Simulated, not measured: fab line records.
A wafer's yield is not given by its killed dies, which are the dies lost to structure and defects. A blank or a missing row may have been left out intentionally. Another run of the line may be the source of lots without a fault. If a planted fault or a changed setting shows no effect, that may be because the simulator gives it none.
A lot that was struck, set against a sound lot :: flow nand-harc :: 12 out of 1302 route steps
Sound: these wafers, L577.2, L577.3, L577.6. The struck wafers were L594.2, L594.5, L594.6. At the end, the cause is stated.
Order at every step that has rows: each side's tool, ch and its chambers, its first start. Under that, the readings that differ: sound wafers :: struck wafers :: difference of the means :: sigmas: that difference in standard deviations of wafers without a fault.
alike: readings whose means differ by less than 2 such deviations, and words and numbers that are the same on both sides. not compared: withheld readings, readings that some wafer has no value for, bounds like >300 that may hide the same value, and numbers for which the record gives no deviation and whose values overlap.
Wherever a step has rows on one side only, a row that says differs or no value, or a row with sigmas, the two part there. Numbers that have no deviation but don't overlap get no sigmas and don't part them. A reading missing from all wafers of one side parts the sides only when that side holds two or more wafers.

NHARC_A_STAIRCASE_DEP_417: deposits Si3N4, target thk 60 nm.
  sound on pecvd-03 ch 1,2, day 19 09:25; struck on pecvd-03 ch 0,1,2, day 27 01:56
  alike: heater-power-w, rf-fwd-power-W
  not compared: since-wet-clean-h
then, 3 steps without rows for these wafers: NHARC_A_STAIRCASE_WET_418 (chemistry H3PO4, target depth 20 nm); NHARC_A_STAIRCASE_PRECLEAN_419 (cleans in SC1); NHARC_A_STAIRCASE_SRD_421.
NHARC_A_STAIRCASE_ALD_420: deposits SiO2, target thk 20 nm, pulse time 6 s, ald cycles 200.
  sound on ald-hk-04 ch 1,2,3, day 19 12:15; struck on ald-hk-01 ch 1,2, day 27 04:43
  alike: heater-power-w, precursor-pulse-height-rel
  not compared: since-wet-clean-h
then, 1 step without rows for these wafers: NHARC_A_STAIRCASE_CVD_552 (deposits SiNx, target thk 40 nm).
NHARC_A_STAIRCASE_DEP_151: deposits SiO2, target thk 7200 nm.
  sound on pecvd-03 ch 1,2, day 19 17:50; struck on pecvd-02 ch 0,2, day 27 12:43
  alike: heater-power-w, rf-fwd-power-W
  not compared: since-wet-clean-h
then, 1 step without rows for these wafers: NHARC_A_STAIRCASE_ANNEAL_320 (time 1800 s).
NHARC_A_STAIRCASE_DEP_322: deposits SiO2, target thk 7200 nm.
  sound on pecvd-03 ch 1,2, day 20 02:02; struck on pecvd-02 ch 0,1, day 27 19:50
  alike: heater-power-w, rf-fwd-power-W
  not compared: since-wet-clean-h
then, 1 step without rows for these wafers: NHARC_A_STAIRCASE_ANNEAL_323 (time 1800 s).
NHARC_A_STAIRCASE_DEP_325: deposits SiO2, target thk 7200 nm.
  sound on pecvd-02 ch 1,2, day 20 09:38; struck on pecvd-03 ch 0,1,2, day 28 04:59
reading: rf-fwd-power-W (W)
sound: 499.6 500.9 500.4
struck: 562.1 558.0 561.4
difference: +60.2
sigmas: +43
  alike: heater-power-w
  not compared: since-wet-clean-h
then, 1 step without rows for these wafers: NHARC_A_STAIRCASE_ANNEAL_326 (time 1800 s).

## WHERE THEY PART
At NHARC_A_STAIRCASE_DEP_325 and nowhere else, as far as this record goes.

WHY: what the simulator had put in
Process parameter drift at NHARC_A_STAIRCASE_DEP_325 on pecvd-03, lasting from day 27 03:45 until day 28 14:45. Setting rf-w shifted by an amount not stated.
